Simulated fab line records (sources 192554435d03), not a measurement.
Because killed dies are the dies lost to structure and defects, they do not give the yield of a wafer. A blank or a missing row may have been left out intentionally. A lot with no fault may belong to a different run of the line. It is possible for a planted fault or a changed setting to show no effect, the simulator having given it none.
Matching of chambers	flow n5 finfet	N5_BEOL_M2_ETCHBACK_99 on rie diel-04: 4 sister chambers
The step etches SiO2 in CHF3, target depth 5 nm, time 10.4 s. 8 wafers are shown with their chamber, then 12 later ones without.

## WAFERS, EACH WITH ITS CHAMBER
wafer	chamber	drypump motor current A (A)	showerhead plenum p Torr (Torr)
L079.4	2	6.0	2.13
L083.5	0	5.9	2.09
L084.1	0	5.9	2.08
L086.4	3	5.1	2.09
L086.6	1	5.8	2.22
L087.2	3	5.2	2.09
L087.4	2	6.0	2.12
L087.6	1	5.8	2.21

## WAFERS WITH NO CHAMBER GIVEN
wafer	drypump motor current A (A)	showerhead plenum p Torr (Torr)
L089.1	6.0	2.08
L089.3	6.0	2.12
L089.6	6.0	2.12
L090.2	5.2	2.09
L090.3	6.0	2.12
L090.5	5.1	2.09
L095.1	5.1	2.09
L095.2	6.0	2.11
L095.3	5.8	2.21
L097.1	6.0	2.11
L097.3	5.1	2.08
L097.4	5.9	2.08

## THE CHAMBER EACH PASSED THROUGH
wafer	from the rows above	in truth
L089.1	0	0
L089.3	2	2
L089.6	2	2
L090.2	3	3
L090.3	2	2
L090.5	3	3
L095.1	3	3
L095.2	2	2
L095.3	1	1
L097.1	2	2
L097.3	3	3
L097.4	0	0
Correctly placed: 12 of 12. Not placeable from these rows: 0. Wrongly placed: 0.
How it was worked out, from the rows above alone: a wafer's distance from a chamber is the root of the sum, over the readings, of the square of ((its reading less the chamber's mean) divided by the reading's scatter). If the next closest chamber is less than 2 further off than the closest, the wafer can't be placed; otherwise it belongs to the closest. The mean given for a chamber averages the wafers shown for that chamber. The scatter: the root of (the sum of the squares of (reading less its chamber's mean) over the shown wafers, divided by (wafers less chambers)).
